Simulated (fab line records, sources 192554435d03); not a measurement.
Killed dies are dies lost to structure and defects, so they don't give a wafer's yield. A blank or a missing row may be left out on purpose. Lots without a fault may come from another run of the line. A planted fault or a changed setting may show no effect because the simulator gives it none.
fab line records | flow n5_finfet
record lots=7 wafers=39
route steps=1938 shown FIN_SAQP@100 SPACER0@258 HKMG_FIN@413 MOL_CONTACT_COAG@559 BEOL_M1@751 BEOL_M3@980
start_h: hours from the record's first day to the start of the lot's first wafer shown | wait_h: hours since the lot's step before | " the same as in the row above | L1.1+2: a row that stands for several wafers | - no value, or no start given | * or withheld: withheld | < > ~ a bound
route shown NAME@n: a module of which the file shows steps, and the number in the route of the first | usual: mean/standard deviation of fault-free wafers | same: alike in all rows | chamber/n: place in a boat | sites: the reading at each site | _std_site: their standard deviation | _edge_site: outer sites' mean less inner sites' | radius_mm: how far each site lies from the wafer's centre | mask NAME#n: copy n | behind: the tool/chamber that last shaped the wafer | hold: why the lot was held/for how many hours/how that ended | device: the transistor (n, p or np) that didn't switch | end of line: the same wafers' tests at the end of the route | a step without rows: its recipe alone | killed: dies lost to structure and defects at the first sort, not the wafer's yield | map: a wafer's dies, x killed, . not, _ none there
set.NAME: the setting as run; set.NAME@STEP: as run at that earlier step | model.NAME: the simulator's own value behind a step, which no gauge read
lots whose settings were changed on purpose; a table a step, a row a wafer
## steps
# step N5_FIN_SAQP_PECVD_06
# recipe material=a-Si target_thk_a=600 temp_c=400 precursor=SiH4/He pressure_torr=3 rf_w=100 time_s=48.1
# columns lot.wafer tool chamber start_h wait_h set.time_s model.a-Si_of_FIN_SAQP_PECVD_06.thk_nm
L074.1 pecvd-04 0 20.66 0.0 48.1 58.51
L074.2 " 2 " " 48.1 59.8
L074.3 " 1 " " 48.1 58.46
L074.4 " 0 " " 57.75 71.89
L074.5 " 2 " " 57.75 74.11
L074.6 " 1 " " 57.75 72.22
L079.2 pecvd-04 1 50.70 0.0 48.1 59.81
L079.3 " 2 " " 48.1 60.8
L079.5 " 1 " " 48.1 60.7
L081.1 pecvd-01 1 64.97 0.0 34.94 43.65
L081.2+4 " 0,1 " " 48.1 59.88
L081.3 " 2 " " 34.94 43.53
L081.5 " 0 " " 34.94 43.69
L081.6 " 2 " " 48.1 61.09
L082.1 pecvd-02 1 72.98 0.0 48.1 59.74
L082.2 " 0 " " 39.98 49.52
L082.3 " 2 " " 39.98 48.47
L082.4 " 0 " " 48.1 60.61
L082.5 " 1 " " 39.98 50.2
L082.6 " 2 " " 48.1 60.38
L090.1 pecvd-02 1 117.19 0.0 48.1 59.48
L090.2 " 0 " " 48.1 60.22
L090.3 " 2 " " 48.1 59.85
L090.4 " 1 " " 48.1 60.72
L090.5 " 2 " " 48.1 60.84
L090.6 " 0 " " 48.1 60.75
L092.1 pecvd-01 2 129.64 0.0 28.85 35.59
L092.2 " 1 " " 48.1 59.24
L092.3 " 0 " " 28.85 35.74
L092.4 " 1 " " 28.85 35.89
L092.5 " 0 " " 48.1 60.88
L092.6 " 2 " " 48.1 60.92
L095.1 pecvd-02 1 148.06 0.0 73.98 92.2
L095.2 " 0 " " 48.1 60.05
L095.3 " 2 " " 48.1 59.36
L095.4 " 0 " " 48.1 60.41
L095.5 " 2 " " 73.98 93.5
L095.6 " 1 " " 73.98 93.66
# step N5_FIN_SAQP_THK_MEAS_07
# usual thk_nm=60.1/0.79
# columns lot.wafer tool chamber start_h wait_h set.time_s@FIN_SAQP_PECVD_06 thk_nm
L074.1 film_metro-02 - 20.75 0.1 48.1 58.5
L074.2 " - " " 48.1 59.8
L074.3 " - " " 48.1 58.5
L074.4 " - " " 57.75 71.9
L074.5 " - " " 57.75 74.1
L074.6 " - " " 57.75 72.2
L079.2 film_metro-01 - 50.79 0.1 48.1 59.8
L079.3 " - " " 48.1 60.8
L079.5 " - " " 48.1 60.7
L081.1 film_metro-02 - 65.06 0.1 34.94 43.6
L081.2 " - " " 48.1 59.9
L081.3 " - " " 34.94 43.6
L081.4 " - " " 48.1 59.8
L081.5 " - " " 34.94 43.6
L081.6 " - " " 48.1 61.1
L082.1 film_metro-01 - 73.07 0.1 48.1 59.8
L082.2 " - " " 39.98 49.5
L082.3 " - " " 39.98 48.5
L082.4 " - " " 48.1 60.6
L082.5 " - " " 39.98 50.2
L082.6 " - " " 48.1 60.4
L090.1 film_metro-01 - 117.28 0.1 48.1 59.4
L090.2 " - " " 48.1 60.2
L090.3 " - " " 48.1 59.9
L090.4 " - " " 48.1 60.8
L090.5 " - " " 48.1 60.9
L090.6 " - " " 48.1 60.8
L092.1 film_metro-01 - 129.73 0.1 28.85 35.6
L092.2 " - " " 48.1 59.2
L092.3 " - " " 28.85 35.7
L092.4 " - " " 28.85 35.9
L092.5 " - " " 48.1 60.9
L092.6 " - " " 48.1 60.9
L095.1 film_metro-02 - 148.15 0.1 73.98 92.3
L095.2 " - " " 48.1 60.1
L095.3 " - " " 48.1 59.4
L095.4 " - " " 48.1 60.4
L095.5 " - " " 73.98 93.5
L095.6 " - " " 73.98 93.7
# step N5_FIN_SAQP_HM_DEP_72
# recipe material=SiO2 target_thk_a=120 temp_c=400 precursor=SiH4/N2O pressure_torr=0.75 rf_w=275 time_s=7.2
# step N5_FIN_SAQP_COAT_49
# recipe resist=SOC temp_c=250 time_s=60 spin_rpm=1500 resist_thk_nm=100
# step N5_FIN_SAQP_HM_OPEN_73
# recipe chemistry=CHF3/O2 target=SiO2 stop_on=a-Si target_depth_a=120 over_etch_frac=1.8 mask_material=SOC time_s=16.8 pressure_mtorr=30 source_w=650 bias_w=170 Ar_flow_sccm=200 CHF3_flow_sccm=50 O2_flow_sccm=5 ion_energy_ev=200 ends=end_point
# step N5_FIN_SAQP_STRIP_74
# recipe chemistry=CHF3/O2 resist=SiARC rf_frequency_hz=6e+07
# step N5_FIN_SAQP_MANDREL_ETCH_22
# recipe target_depth_a=600 chemistry=HBr/Cl2 target=a-Si stop_on=SiNx bt_time_s=10 over_etch_frac=0.5 time_s=30 pressure_mtorr=10 icp_w=800 bias_w=75 HBr_flow_sccm=150 Cl2_flow_sccm=80 ends=end_point
# usual oes_product_au=0.774/0.013
# columns lot.wafer tool chamber start_h wait_h set.time_s@FIN_SAQP_PECVD_06 oes_product_au model.etch.depth_nm
L074.1 rie_si-02 2 21.51 0.0 48.1 0.752 58.37
L074.2 " 3 " " 48.1 0.764 59.8
L074.3 " 0 " " 48.1 0.768 58.46
L074.4 " 1 " " 57.75 0.867 71.75
L074.5 " 0 " " 57.75 0.887 74.11
L074.6 " 1 " " 57.75 0.876 72.22
L079.2 rie_si-04 0 51.65 0.0 48.1 0.752 59.68
L079.3 " 1 " " 48.1 0.783 60.72
L079.5 " 1 " " 48.1 0.775 60.62
L081.1 rie_si-02 0 65.95 0.0 34.94 0.647 43.65
L081.2 " 3 " " 48.1 0.767 59.8
L081.3 " 2 " " 34.94 0.638 43.48
L081.4 " 1 " " 48.1 0.783 59.76
L081.5 " 3 " " 34.94 0.647 43.6
L081.6 " 0 " " 48.1 0.789 61.09
L082.1 rie_si-01 3 73.93 0.0 48.1 0.782 59.74
L082.2 " 0 " " 39.98 0.690 49.38
L082.3 " 1 " " 39.98 0.692 48.47
L082.4 " 0 " " 48.1 0.782 60.61
L082.5 " 3 " " 39.98 0.714 50.2
L082.6 " 1 " " 48.1 0.788 60.23
L090.1 rie_si-01 2 118.04 0.0 48.1 0.766 59.48
L090.2 " 1 " " 48.1 0.775 60.22
L090.3 " 3 " " 48.1 0.781 59.71
L090.4 " 0 " " 48.1 0.778 60.72
L090.5 " 2 " " 48.1 0.768 60.84
L090.6 " 3 " " 48.1 0.792 60.61
L092.1 rie_si-04 3 130.59 0.0 28.85 0.560 35.51
L092.2 " 1 " " 48.1 0.770 59.2
L092.3 " 0 " " 28.85 0.588 35.74
L092.4 " 2 " " 28.85 0.604 35.77
L092.5 " 3 " " 48.1 0.749 60.8
L092.6 " 0 " " 48.1 0.764 60.92
L095.1 rie_si-01 0 149.01 0.0 73.98 0.994 88.82
L095.2 " 3 " " 48.1 0.790 60
L095.3 " 1 " " 48.1 0.774 59.36
L095.4 " 0 " " 48.1 0.783 60.33
L095.5 " 3 " " 73.98 1.039 92.11
L095.6 " 1 " " 73.98 1.001 88.76
# step N5_SPACER0_ALD_07
# recipe material=SiNx target_thk_a=20 temp_c=400 ald_precursor_family=SiH2I2 ald_co_reactant=N2/H2-plasma pressure_torr=2
# columns lot.wafer tool chamber start_h wait_h set.target_thk_a model.SiNx_of_SPACER0_ALD_07.thk_nm
L074.1+2+4 ald_sin-02 3,2,1 48.47 0.0 20 2
L074.3+5+6 " 0,2,3 " " 29.01 2.8
L079.2+3+5 ald_sin-01 3,0,2 82.77 0.0 20 2
L081.1+2+3+4+5+6 ald_sin-03 0,3,1,2,3,2 100.26 0.0 20 2
L082.1+3+5 ald_sin-01 3,2,1 100.48 0.0 20 2
L082.2+4+6 " 0,1,2 " " 9.337 1
L090.1+2+6 ald_sin-03 1,0,3 142.08 0.1 23.3 2.4
L090.3+4+5 " 3,2,0 " " 20 2
L092.1+2+6 ald_sin-01 0,2,0 156.80 0.5 11.91 1.2
L092.3+4+5 " 1,3,1 " " 20 2
L095.1+3+4 ald_sin-01 1,2,3 174.64 0.4 11.96 1.2
L095.2+5+6 " 0,2,3 " " 20 2
# step N5_HKMG_FIN_CVD_62
# recipe material=a-Si target_thk_a=30 temp_c=500 precursor=Si2H6 pressure_torr=1 time_s=20.8
# columns lot.wafer tool chamber start_h wait_h set.time_s model.a-Si_of_HKMG_FIN_CVD_62.thk_nm
L074.1 thermal_cvd_si-02 2 74.48 0.2 20.8 2.8
L074.2+6 " 1 " " 20.8 3.2
L074.3+4+5 " 0,0,2 " " 20.8 3
L079.2 thermal_cvd_si-01 0 108.46 0.2 20.8 2.8
L079.3+5 " 1,2 " " 20.8 3
L081.1+4 thermal_cvd_si-01 1 124.24 0.2 20.8 3
L081.2+6 " 0 " " 20.8 2.8
L081.3+5 " 2 " " 20.8 3.2
L082.1 thermal_cvd_si-02 1 126.57 0.2 24.71 4
L082.2 " 2 " " 20.8 3
L082.3+6 " 0 " " 20.8 3.2
L082.4 " 2 " " 24.71 3.6
L082.5 " 1 " " 24.71 3.8
L090.1+4+5 thermal_cvd_si-02 2,2,0 167.44 0.2 20.8 2.8
L090.2+3 " 0,1 " " 11.5 1.8
L090.6 " 1 " " 11.5 2
L092.1 thermal_cvd_si-02 1 183.55 0.2 29.17 4.4
L092.2 " 2 " " 20.8 2.8
L092.3+6 " 0,2 " " 29.17 4.2
L092.4 " 1 " " 20.8 3.2
L092.5 " 0 " " 20.8 3
L095.1+2+3+4+5+6 thermal_cvd_si-01 1,2,0,2,0,1 199.85 0.2 20.8 2.8
# step N5_MOL_CONTACT_COAG_ALD_27
# recipe material=SiOC target_thk_a=170 temp_c=400 ald_precursor_family=carbosiloxane ald_co_reactant=H2-plasma pulse_time_s=1.5 time_s=2720 purge_time_s=2 co_reactant_purge_time_s=2 ald_cycles=340 pressure_torr=2
# columns lot.wafer tool chamber start_h wait_h set.time_s model.SiOC_of_MOL_CONTACT_COAG_ALD_27.thk_nm
L074.1 ald_sin-03 3 96.54 0.3 1574 9.8
L074.2+6 " 1 " " 2720 17
L074.3+5 " 0 " " 1574 9.6
L074.4 " 2 " " 2720 16.8
L079.2 ald_sin-04 3 130.73 0.0 2720 16.8
L079.3+5 " 1 " " 2720 17
L081.1+5+6 ald_sin-01 1,2,3 144.24 0.0 2720 17
L081.2+3+4 " 0,3,2 " " 4150 17
L082.1 ald_sin-03 0 147.50 0.1 4140 16.8
L082.2+4 " 2,3 " " 4140 17
L082.3+5+6 " 1,3,2 " " 2720 17
L090.1+5 ald_sin-03 3 186.84 0.1 2720 17
L090.2+3+4 " 2,1,0 " " 1451 8.8
L090.6 " 0 " " 2720 16.8
L092.1+2+3 ald_sin-01 1,3,2 205.54 0.0 2720 17
L092.4+5+6 " 2,3,1 " " 3695 17
L095.1+2+6 ald_sin-03 1,0,0 222.42 0.3 1265 7.8
L095.3+4+5 " 2,3,3 " " 2720 17
# step N5_BEOL_M1_ILD_DEP_00
# recipe material=SiOC target_thk_a=790 temp_c=350 precursor=DEMS/O2 pressure_torr=5 rf_w=500 time_s=15.3
# columns lot.wafer tool chamber start_h wait_h set.time_s model.SiOC_of_BEOL_M1_ILD_DEP_00.thk_nm
L074.1 pecvd-02 2 118.50 0.0 15.3 79
L074.2 " 0 " " 11.37 60.4
L074.3 " 1 " " 11.37 60.2
L074.4 " 2 " " 15.3 81.4
L074.5 " 0 " " 11.37 61
L074.6 " 1 " " 15.3 81.2
L079.2 pecvd-02 2 154.50 0.0 15.3 78.6
L079.3 " 1 " " 15.3 77.8
L079.5 " 2 " " 15.3 79.8
L081.1 pecvd-03 2 172.32 0.0 21.63 109.4
L081.2 " 1 " " 15.3 79
L081.3 " 0 " " 15.3 79.6
L081.4 " 1 " " 21.63 111.4
L081.5 " 0 " " 15.3 81
L081.6 " 2 " " 21.63 110.8
L082.1+2 pecvd-04 1,2 173.79 0.0 18.62 95.8
L082.3 " 0 " " 15.3 79.8
L082.4 " 2 " " 15.3 80.2
L082.5 " 1 " " 18.62 97.6
L082.6 " 0 " " 15.3 80
L090.1+5 pecvd-04 0,1 217.33 0.0 19.28 100.6
L090.2 " 2 " " 19.28 98.2
L090.3 " 1 " " 15.3 78.8
L090.4 " 2 " " 15.3 80.2
L090.6 " 0 " " 15.3 81
L092.1 pecvd-04 1 232.00 0.0 15.3 77.4
L092.2 " 2 " " 12.46 63.8
L092.3 " 0 " " 12.46 63.4
L092.4+5 " 2,0 " " 15.3 78.6
L092.6 " 1 " " 12.46 64
L095.1 pecvd-03 2 250.49 0.0 23.36 117.6
L095.2+4 " 1,2 " " 15.3 77.6
L095.3 " 1 " " 23.36 119.6
L095.5 " 1 " " 15.3 79
L095.6 " 2 " " 23.36 119
# step N5_BEOL_M1_THK_MEAS_01
# recipe reads=SiOC_of_BEOL_M1_ILD_DEP_00
# usual M1_ILD_THK=79.1/1.1
# columns lot.wafer tool chamber start_h wait_h set.time_s@BEOL_M1_ILD_DEP_00 M1_ILD_THK[nm]
L074.1 film_metro-01 - 118.56 0.0 15.3 78.9
L074.2 " - " " 11.37 60.5
L074.3 " - " " 11.37 60.3
L074.4 " - " " 15.3 81.5
L074.5 " - " " 11.37 61.1
L074.6 " - " " 15.3 81.2
L079.2 film_metro-01 - 154.57 0.1 15.3 78.5
L079.3 " - " " 15.3 77.7
L079.5 " - " " 15.3 79.8
L081.1 film_metro-01 - 172.39 0.0 21.63 109.4
L081.2 " - " " 15.3 79.0
L081.3 " - " " 15.3 79.5
L081.4 " - " " 21.63 111.5
L081.5 " - " " 15.3 81.1
L081.6 " - " " 21.63 110.8
L082.1 film_metro-02 - 173.85 0.0 18.62 95.8
L082.2 " - " " 18.62 95.7
L082.3 " - " " 15.3 79.7
L082.4 " - " " 15.3 80.2
L082.5 " - " " 18.62 97.7
L082.6 " - " " 15.3 79.9
L090.1 film_metro-02 - 217.39 0.0 19.28 100.6
L090.2 " - " " 19.28 98.2
L090.3 " - " " 15.3 78.8
L090.4 " - " " 15.3 80.2
L090.5 " - " " 19.28 100.5
L090.6 " - " " 15.3 81.1
L092.1 film_metro-02 - 232.08 0.1 15.3 77.5
L092.2 " - " " 12.46 63.9
L092.3 " - " " 12.46 63.4
L092.4 " - " " 15.3 78.6
L092.5 " - " " 15.3 78.7
L092.6 " - " " 12.46 64.1
L095.1 film_metro-01 - 250.57 0.1 23.36 117.5
L095.2 " - " " 15.3 77.7
L095.3 " - " " 23.36 119.7
L095.4 " - " " 15.3 77.6
L095.5 " - " " 15.3 79.0
L095.6 " - " " 23.36 119.1
# step N5_BEOL_M3_TRENCH_ETCH_37
# recipe chemistry=C4F6/O2 target_depth_a=555.55 target=SiOC time_s=29.2 ion_energy_ev=250 pressure_mtorr=30 source_w=355 bias_w=185 Ar_flow_sccm=300 C4F6_flow_sccm=10 O2_flow_sccm=10
# columns lot.wafer tool chamber start_h wait_h set.target_depth_a model.BEOL_M3.feature_depth_nm model.etch.depth_nm model.TiN_of_BEOL_M3_HM_DEP_02.thk_nm
L074.1 rie_diel-06 1 - - 555.55 53.8 53.76 17.8
L074.2 " 2 " " 263.7 26 26.06 19.2
L074.3 " 0 " " 555.55 55.2 55.22 17.8
L074.4 " 3 " " 263.7 26.4 26.37 19.4
L074.5 " 3 " " 263.7 26.2 26.15 19
L074.6 " 2 " " 555.55 55 55.04 18.4
L081.1 rie_diel-02 3 - - 313.5 31 31.05 18.6
L081.2 " 1 " " 555.55 55.8 55.72 17.6
L081.3 " 2 " " 313.5 31.8 31.87 18.4
L081.4 " 0 " " 555.55 54.6 54.69 17.8
L081.5 " 3 " " 555.55 55.4 55.48 17.6
L081.6 " 0 " " 313.5 31 30.98 18.8
L079.2 rie_diel-03 0 - - 555.55 60.6 60.65 17.6
L079.3 " 1 " " 555.55 57.2 57.16 17.6
L079.5 " 1 " " 555.55 57 57.07 17.6
L082.1 rie_diel-02 1 - - 239.5 24.2 24.28 19
L082.2 " 3 " " 555.55 55.4 55.38 18
L082.3 " 2 " " 555.55 55.8 55.8 17.8
L082.4 " 2 " " 555.55 55.8 55.78 17.8
L082.5 " 1 " " 239.5 24.2 24.27 19
L082.6 " 3 " " 239.5 23.6 23.65 19
L090.1 rie_diel-03 2 - - 555.55 56.8 56.9 17.2
L090.2 " 3 " " 555.55 55.8 55.76 17.6
L090.3 " 0 " " 353.6 38.6 38.51 18.6
L090.4 " 0 " " 353.6 38.4 38.38 18
L090.5 " 3 " " 353.6 35.6 35.56 18.8
L090.6 " 2 " " 555.55 56.8 56.84 17
L092.1 rie_diel-06 3 - - 555.55 55.6 55.59 17.8
L092.2 " 0 " " 555.55 55.6 55.57 17.6
L092.3 " 2 " " 555.55 54 54.02 18
L092.4 " 1 " " 555.55 57.8 57.88 17.4
L092.5 " 1 " " 555.55 58 57.98 17.4
L092.6 " 0 " " 555.55 55.4 55.42 17.8
L095.1 rie_diel-03 3 - - 346.8 35.4 35.32 18.4
L095.2 " 1 " " 346.8 35.2 35.24 18.6
L095.3 " 0 " " 346.8 37.6 37.55 18.6
L095.4 " 2 " " 555.55 57 57.1 17.6
L095.5 " 3 " " 555.55 56.6 56.62 17.6
L095.6 " 0 " " 555.55 59.6 59.66 17.2
# step N5_BEOL_M3_ETCH_41
# recipe chemistry=CH3F/O2 target=SiCN target_depth_a=299 taper_deg=2 time_s=52.5 ion_energy_ev=120 mask_material=TiN pressure_mtorr=30 source_w=395 bias_w=75 Ar_flow_sccm=150 CH3F_flow_sccm=30 O2_flow_sccm=20
# step N5_BEOL_M3_STRIP_97
# recipe chemistry=N2/H2 time_s=10 power_w=450 temp_c=40 pressure_mtorr=20 rf_frequency_hz=6e+07 bias_power_w=7 n2_flow_sccm=200 h2_flow_sccm=200
# step N5_BEOL_M3_OCD_MEAS_38
# usual trench_depth_nm=56.2/1.7
# columns lot.wafer tool chamber start_h wait_h set.target_depth_a@BEOL_M3_TRENCH_ETCH_37 trench_depth_nm
L074.1 ocd-02 - 186.49 - 555.55 53.8
L074.2 " - " " 263.7 26.1
L074.3 " - " " 555.55 55.6
L074.4 " - " " 263.7 26.3
L074.5 " - " " 263.7 26.3
L074.6 " - " " 555.55 54.6
L081.1 ocd-02 - 224.63 - 313.5 31.0
L081.2 " - " " 555.55 55.5
L081.3 " - " " 313.5 31.9
L081.4 " - " " 555.55 54.7
L081.5 " - " " 555.55 55.0
L081.6 " - " " 313.5 30.4
L079.2 ocd-02 - 226.45 - 555.55 60.5
L079.3 " - " " 555.55 56.5
L079.5 " - " " 555.55 57.1
L082.1 ocd-02 - 245.96 - 239.5 24.3
L082.2 " - " " 555.55 55.4
L082.3 " - " " 555.55 55.7
L082.4 " - " " 555.55 55.7
L082.5 " - " " 239.5 23.9
L082.6 " - " " 239.5 23.8
L090.1 ocd-02 - 294.84 - 555.55 57.2
L090.2 " - " " 555.55 55.7
L090.3 " - " " 353.6 39.1
L090.4 " - " " 353.6 38.3
L090.5 " - " " 353.6 35.5
L090.6 " - " " 555.55 56.8
L092.1 ocd-02 - 305.02 - 555.55 55.2
L092.2 " - " " 555.55 55.8
L092.3 " - " " 555.55 53.4
L092.4 " - " " 555.55 57.9
L092.5 " - " " 555.55 57.9
L092.6 " - " " 555.55 55.5
L095.1 ocd-01 - 337.39 - 346.8 35.2
L095.2 " - " " 346.8 34.9
L095.3 " - " " 346.8 37.6
L095.4 " - " " 555.55 56.9
L095.5 " - " " 555.55 57.0
L095.6 " - " " 555.55 59.9
## key
split step=N5_FIN_SAQP_PECVD_06 setting=time_s stated=48.1 by=wafer
response step=N5_FIN_SAQP_PECVD_06 reading=model.a-Si_of_FIN_SAQP_PECVD_06.thk_nm change=+0.621 per=1% r=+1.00
response step=N5_FIN_SAQP_THK_MEAS_07 reading=thk_nm change=* per=1% r=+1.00
response step=N5_FIN_SAQP_MANDREL_ETCH_22 reading=oes_product_au change=+0.00453 per=1% r=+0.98
response step=N5_FIN_SAQP_MANDREL_ETCH_22 reading=model.etch.depth_nm change=+0.593 per=1% r=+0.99
split step=N5_SPACER0_ALD_07 setting=target_thk_a stated=20 by=wafer
response step=N5_SPACER0_ALD_07 reading=model.SiNx_of_SPACER0_ALD_07.thk_nm change=+0.0191 per=1% r=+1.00
split step=N5_HKMG_FIN_CVD_62 setting=time_s stated=20.8 by=wafer
response step=N5_HKMG_FIN_CVD_62 reading=model.a-Si_of_HKMG_FIN_CVD_62.thk_nm change=+0.0265 per=1% r=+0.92
split step=N5_MOL_CONTACT_COAG_ALD_27 setting=time_s stated=2720 by=wafer
response step=N5_MOL_CONTACT_COAG_ALD_27 reading=model.SiOC_of_MOL_CONTACT_COAG_ALD_27.thk_nm shape=bent at_lowest=7.8 at_stated=16.97 at_highest=17
split step=N5_BEOL_M1_ILD_DEP_00 setting=time_s stated=15.3 by=wafer
response step=N5_BEOL_M1_ILD_DEP_00 reading=model.SiOC_of_BEOL_M1_ILD_DEP_00.thk_nm change=+0.763 per=1% r=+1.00
response step=N5_BEOL_M1_THK_MEAS_01 reading=M1_ILD_THK change=+0.763 per=1% r=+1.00
split step=N5_BEOL_M3_TRENCH_ETCH_37 setting=target_depth_a stated=555.55 by=wafer
response step=N5_BEOL_M3_TRENCH_ETCH_37 reading=model.BEOL_M3.feature_depth_nm change=+0.55 per=1% r=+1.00
response step=N5_BEOL_M3_TRENCH_ETCH_37 reading=model.etch.depth_nm change=+0.55 per=1% r=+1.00
response step=N5_BEOL_M3_TRENCH_ETCH_37 reading=model.TiN_of_BEOL_M3_HM_DEP_02.thk_nm change=-0.0237 per=1% r=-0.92
response step=N5_BEOL_M3_OCD_MEAS_38 reading=trench_depth_nm change=+0.551 per=1% r=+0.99
